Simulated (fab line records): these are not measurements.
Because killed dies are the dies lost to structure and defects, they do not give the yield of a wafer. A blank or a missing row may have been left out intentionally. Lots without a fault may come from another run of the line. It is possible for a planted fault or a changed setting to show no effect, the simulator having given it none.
Chamber matching    flow n5_finfet    N5_BEOL_M1_PRE_CLEAN_60 on cvd_co-02 has 3 sister chambers
The step time 15 s. 3 wafers are shown with their chamber, then 12 later ones without.

## EACH WAFER AND ITS CHAMBER
wafer   chamber  heater_power_w (W)
L090.1  2        111
L090.2  0        83
L090.3  1        85

## WAFERS WHOSE CHAMBER IS MISSING
wafer   heater_power_w (W)
L090.4  112
L090.5  82
L090.6  86
L093.3  109
L093.5  112
L093.6  82
L096.1  82
L096.2  87
L096.4  78
L097.2  111
L097.4  112
L097.5  86

## WHICH CHAMBER EACH WENT THROUGH
wafer   from the rows above      in truth
L090.4  2                        2
L090.5  can't be placed: 0 or 1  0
L090.6  can't be placed: 1 or 0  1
L093.3  2                        2
L093.5  2                        2
L093.6  can't be placed: 0 or 1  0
L096.1  can't be placed: 0 or 1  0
L096.2  can't be placed: 1 or 0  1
L096.4  can't be placed: 0 or 1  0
L097.2  2                        2
L097.4  2                        2
L097.5  can't be placed: 1 or 0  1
Placed correctly: 5 of 12. These rows do not allow placing 7 (true chamber among the candidates in 7). Wrongly placed: 0.
How it was worked out, from the rows above alone: a wafer's distance from a chamber is the root of the sum, over the readings, of the square of ((its reading less the chamber's mean) divided by the reading's scatter). The wafer belongs to the nearest chamber; if the next one is less than 2 further off, it can't be placed. For every chamber, the mean is computed from those of its wafers that are shown. The scatter: root of mean squared gap, hidden wafer to nearest shown wafer, with one shown wafer a chamber.
